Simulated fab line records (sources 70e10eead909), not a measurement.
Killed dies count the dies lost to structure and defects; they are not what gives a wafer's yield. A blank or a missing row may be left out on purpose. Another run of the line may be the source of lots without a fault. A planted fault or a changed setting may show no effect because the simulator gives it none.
A lot that was struck, set against a sound lot | flow nand-harc | 43 steps out of a route of 1302
Sound: wafers L806.1, L806.4, L806.6. Wafers struck: L825.2, L825.3, L825.4. Last of all comes the cause.
Each step with rows lists, per side, the tool, then ch with its chambers, then its first start. Under that, the readings that differ: sound wafers | struck wafers | difference of the means | sigmas: that difference in standard deviations of wafers without a fault.
alike: readings whose means differ by less than 2 such deviations, and words and numbers that are the same on both sides. not compared: withheld readings, readings that some wafer has no value for, bounds like >300 that may hide the same value, and numbers for which the record gives no deviation and whose values overlap.
Wherever a step has rows on one side only, a row that says differs or no value, or a row with sigmas, the two part there. Numbers that have no deviation but don't overlap get no sigmas and don't part them. A reading missing from all wafers of one side parts the sides only when that side holds two or more wafers.

first, 2 steps without rows for these wafers: NHARC_P_CONTACT_ETCH_35 (etches the open film in CF4, target depth 39 nm, time 65 s); NHARC_P_CONTACT_ETCH_36 (etches the open film in N2/H2, target depth 260 nm, time 406.25 s).
NHARC_P_CONTACT_ETCH_18: etches the open film in C4F8/O2/Ar, target depth 481 nm, time 240.5 s.
  sound: rie-diel-08 ch 0,3; struck: rie-diel-08 ch 1,2
  alike: oes-product-au, rf-vpp-V
  not compared: rf-hours-counter-h
then, 1 step without rows for these wafers: NHARC_P_CONTACT_STRIP_37 (strips in C4F8/O2/Ar).
NHARC_P_CONTACT_ETCH_31: etches the open film in CH3F/O2, target depth 30 nm, time 85.7 s.
  sound: rie-diel-08 ch 0,2,3; struck: rie-diel-08 ch 0,1
  alike: drypump-motor-current-A, oes-product-au, rf-vpp-V, showerhead-plenum-p-Torr, throttle-valve-pct
  not compared: rf-hours-counter-h
NHARC_P_CONTACT_CD_MEAS_19:
  struck on cd-sem-02, day 15 08:52; sound on cd-sem-03, day 7 07:32
  alike: cd-nm
NHARC_P_CONTACT_STRIP_28: strips in O2.
  sound on rie-diel-11 ch 1,2, day 7 07:37; struck on rie-diel-02 ch 1,2,3, day 15 08:58
  alike: drypump-motor-current-A, oes-product-au, rf-vpp-V, showerhead-plenum-p-Torr, throttle-valve-pct
  not compared: rf-hours-counter-h
then, 5 steps without rows for these wafers: NHARC_P_CONTACT_STRIP_29 (strips in post etch residue remover, time 1200 s); NHARC_P_CONTACT_DEGAS_38 (time 60 s); NHARC_P_CONTACT_PRE_CLEAN_39 (time 19.5 s); NHARC_P_CONTACT_PVD_32 (deposits Ti, target thk 5 nm, time 17.7 s); NHARC_P_CONTACT_ALD_22 (deposits TiN, target thk 3 nm, pulse time 1 s, ald cycles 150).
NHARC_P_CONTACT_CVD_23: deposits W, target thk 200 nm, time 557 s.
  sound on cvd-w-01 ch 0,1, day 7 08:46; struck on cvd-w-02 ch 0,1, day 15 10:07
  alike: heater-power-w, mfc-wf6-sccm, throttle-valve-pct
  not compared: since-wet-clean-h
then, 2 steps without rows for these wafers: NHARC_P_CONTACT_CMP_24 (polishes, t overpolish 30 s, target thk 200 nm); NHARC_P_CONTACT_SRD_26.
NHARC_P_CONTACT_INSPECT_27:
  struck on defect-inspect-01, day 15 11:04; sound on defect-inspect-01, day 7 09:44
  alike: raw-defect-count
then, 10 steps without rows for these wafers: NHARC_P_M0_DEP_00 (deposits SiOC, target thk 150 nm); NHARC_P_M0_DEHYDRATE_01 (time 120 s); NHARC_P_M0_HMDS_02 (time 30 s); NHARC_P_M0_COAT_33 (time 65 s); NHARC_P_M0_COAT_03 (resist thk 90 nm); NHARC_P_M0_SOFTBAKE_04 (time 55 s); NHARC_P_M0_EBR_05; NHARC_P_M0_EXPOSE_06 (exposes mask P M0, target cd 90 nm); NHARC_P_M0_PEB_07 (peb time 65 s); NHARC_P_M0_DEVELOP_08 (develop time 35 s).
NHARC_P_M0_CD_MEAS_09 targets a cd of 90 nm.
  sound on cd-sem-01 ch 0, day 7 10:39; struck on cd-sem-01 ch 0, day 15 12:00
  alike: cd-nm
NHARC_P_M0_OVL_MEAS_10: pitch 180 nm.
  struck on overlay-02, day 15 12:05; sound on overlay-02, day 7 10:44
  alike: overlay-x-nm, overlay-y-nm
NHARC_P_M0_INSPECT_11:
  struck on defect-inspect-01, day 15 12:07; sound on defect-inspect-02, day 7 10:47
  reading          | sound | struck | difference | sigmas
  raw-defect-count | 2 3 1 | 9 8 9  | +7         | +2
then, 2 steps without rows for these wafers: NHARC_P_M0_DESCUM_14 (chemistry O2, time 3 s); NHARC_P_M0_ETCH_34 (etches the open film in N2/H2, target depth 40 nm, overetch 12 nm, time 43.94 s).
NHARC_P_M0_ETCH_15: etches the open film in C4F8/Ar, target depth 150 nm, overetch 15 nm, time 82.5 s.
  sound: rie-diel-07 ch 2,3; struck: rie-diel-05 ch 0,1,3
  alike: oes-product-au, rf-vpp-V
  not compared: rf-hours-counter-h
NHARC_P_M0_CD_MEAS_16:
  struck on cd-sem-03, day 15 12:29; sound on cd-sem-02, day 7 11:11
  alike: cd-nm
then, 5 steps without rows for these wafers: NHARC_P_M0_STRIP_18 (strips in N2/H2); NHARC_P_M0_STRIP_19 (strips in post etch residue remover, time 600 s); NHARC_P_M0_DEGAS_28 (time 60 s); NHARC_P_M0_PRE_CLEAN_29 (time 30 s); NHARC_P_M0_PVD_20 (deposits TaN, target thk 5 nm, time 8.06 s).
NHARC_P_M0_PVD_21: deposits Cu, target thk 30 nm, time 20.49 s.
  sound on pvd-sputter-01; struck on pvd-sputter-01
  alike: substrate-temp-c, throttle-valve-pct
then, 2 steps without rows for these wafers: NHARC_P_M0_ECD_22 (material Cu, target thk 400 nm); NHARC_P_M0_ANNEAL_30 (time 90 s).
-- record jumps: 17 days separate the struck wafers' starts on either side; left off in module P_M0, taken up again in module A_BLC, whose first shown step is the route's number 1120 --
NHARC_A_BLC_DESCUM_15: chemistry O2, time 3 s.
  sound on rie-diel-13 ch 2,3, day 23 18:14; struck on rie-diel-01 ch 0,1,2, day 32 03:18
  reading                | sound             | struck            | difference | sigmas
  model.A_BLC.cd-nm (nm) | 99.65 100.5 100.2 | 101.5 101.6 102.3 | +1.7       |
  alike: drypump-motor-current-A, oes-product-au, rf-vpp-V, showerhead-plenum-p-Torr, throttle-valve-pct
  not compared: rf-hours-counter-h
NHARC_A_BLC_ETCH_16: etches the open film in CF4, target depth 39 nm, time 65 s.
  sound on rie-diel-13 ch 2,3, day 23 18:19; struck on rie-diel-01 ch 0,2,3, day 32 03:23
  reading                | sound             | struck            | difference | sigmas
  model.A_BLC.cd-nm (nm) | 99.57 100.5 100.6 | 101.5 101.6 102.3 | +1.6       |
  alike: drypump-motor-current-A, oes-product-au, rf-vpp-V, showerhead-plenum-p-Torr, throttle-valve-pct
  not compared: rf-hours-counter-h

WHERE THEY PART
NHARC_P_M0_INSPECT_11 only, going by this record. Later steps at which nothing parts them and some readings are alike: NHARC_P_M0_ETCH_15, NHARC_P_M0_CD_MEAS_16, NHARC_P_M0_PVD_21, NHARC_A_BLC_DESCUM_15, NHARC_A_BLC_ETCH_16.

WHY: the cause the simulator had injected
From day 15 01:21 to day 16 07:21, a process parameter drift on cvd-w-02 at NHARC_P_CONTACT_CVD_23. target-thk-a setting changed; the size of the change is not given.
